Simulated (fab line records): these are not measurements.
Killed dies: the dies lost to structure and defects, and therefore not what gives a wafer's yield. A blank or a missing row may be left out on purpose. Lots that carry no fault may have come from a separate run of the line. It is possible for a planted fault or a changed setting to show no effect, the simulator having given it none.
2 desks looking at one fault	flow n5-finfet	numbers are kept per desk, each desk with only its own; the story behind them comes last

THE METROLOGY DESK
What the gauges read, lot by lot, whatever tool the lot ran on: means of the sampled wafers that have a number. Any lot whose mean is over 4 standard deviations away from the usual mean is out of limits and marked OUT; that distance is given in the brackets. Shown here are 7 of its 11 readings, the ones lying furthest out on some lot.
Columns: A = cd-nm at N5_BEOL_M4_CD_MEAS_28, usual 26.16 nm; B = DIBL_N at N5_BEOL_M4_RC_MEAS_101, usual 36.3 mV/V; C = IOFF_P at N5_BEOL_M4_RC_MEAS_101, usual 0.211 nA/um; D = ION_N at N5_BEOL_M4_RC_MEAS_101, usual 676 uA/um; E = ION_P at N5_BEOL_M4_RC_MEAS_101, usual 463 uA/um; F = SS_N at N5_BEOL_M4_RC_MEAS_101, usual 71.4 mV/dec; G = VT_P at N5_BEOL_M4_RC_MEAS_101, usual -250.1 mV
lot	first seen here	A	B	C	D	E	F	G
L419	day 7 23:10	26.51	38.5	0.238	678	467	72.1	-247.3
L423	day 8 18:35	26.11	36.1	0.170	671	452	71.5	-256.3
L424	day 8 23:05	26.23	38.2	0.221	672	466	71.6	-250.3
L425	day 9 12:59	26.35	36.5	0.198	672	466	70.9	-249.6
L426	day 9 19:14	25.91	35.5	0.214	679	462	70.7	-250.3
L427	day 9 23:11	26.36	34.6	0.194	687	467	71.4	-251.4
L429	day 10 13:22	26.05	35.1	0.214	668	463	71.6	-249.6
L435	day 11 12:11	26.33	35.7	0.194	678	464	71.2	-251.3
L441	day 13 16:10	26.39	36.3	0.210	669	459	71.4	-250.1
This desk found nothing out of limits on any of the 9 lots.

THE TOOL OWNER'S DESK: rie-diel-04
The tool's own readings at N5_BEOL_M4_TRENCH_ETCH_37 (etches SiOC in C4F6/O2, target depth 55.555 nm, time 29.2 s): means of the sampled wafers that have a number, for each lot that ran on this tool. Any lot whose mean is over 4 standard deviations away from the usual mean is out of limits and marked OUT; that distance is given in the brackets. Of its 8 readings 7 are shown: the one that was out of limits first, and those that lie furthest out on some lot.
Columns: A = bias-w at N5_BEOL_M4_TRENCH_ETCH_37, usual 185.1 W; B = drypump-motor-current-A at N5_BEOL_M4_TRENCH_ETCH_37, usual 5.8 A; C = oes_ar_750_au at N5_BEOL_M4_TRENCH_ETCH_37, usual 0.82 a.u.; D = oes-product-au at N5_BEOL_M4_TRENCH_ETCH_37, usual 0.83 a.u.; E = rf-vpp-V at N5_BEOL_M4_TRENCH_ETCH_37, usual 669 V; F = showerhead-plenum-p-Torr at N5_BEOL_M4_TRENCH_ETCH_37, usual 2.90 Torr; G = throttle-valve-pct at N5_BEOL_M4_TRENCH_ETCH_37, usual 20.66 %
lot	first seen here	A	B	C	D	E	F	G
L419	day 8 08:02	185.4	5.6	0.87	0.88	674	2.89	20.75
L426	day 9 21:50	185.2	5.8	0.83	0.83	671	2.88	20.86
L427	day 10 02:22	185.3	5.6	0.89	0.89	673	2.90	20.60
L435	day 11 21:30	189.8 (+8.6) OUT	5.7	0.84	0.85	686	2.89	20.60
This desk's verdict: out of limits on L435, starting with L435 at day 11 21:30 (bias-w at N5_BEOL_M4_TRENCH_ETCH_37). L419, L426, L427 stayed within limits.

BROUGHT TOGETHER
An alarm could have come from the tool owner's desk at day 11 21:30, on L435.
The metrology desk saw nothing out of limits.
The metrology desk has L435 on record, within its limits.
Of the lots named, all ran N5_BEOL_M4_TRENCH_ETCH_37 on rie-diel-04.

WHAT THE SIMULATOR HAD INSERTED
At N5_BEOL_M4_TRENCH_ETCH_37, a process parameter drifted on rie-diel-04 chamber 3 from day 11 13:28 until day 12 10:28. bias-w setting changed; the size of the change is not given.
Struck lots among those shown: L435.
Each desk's first reading out of limits, in hours after the fault started: the tool owner's desk, 8.
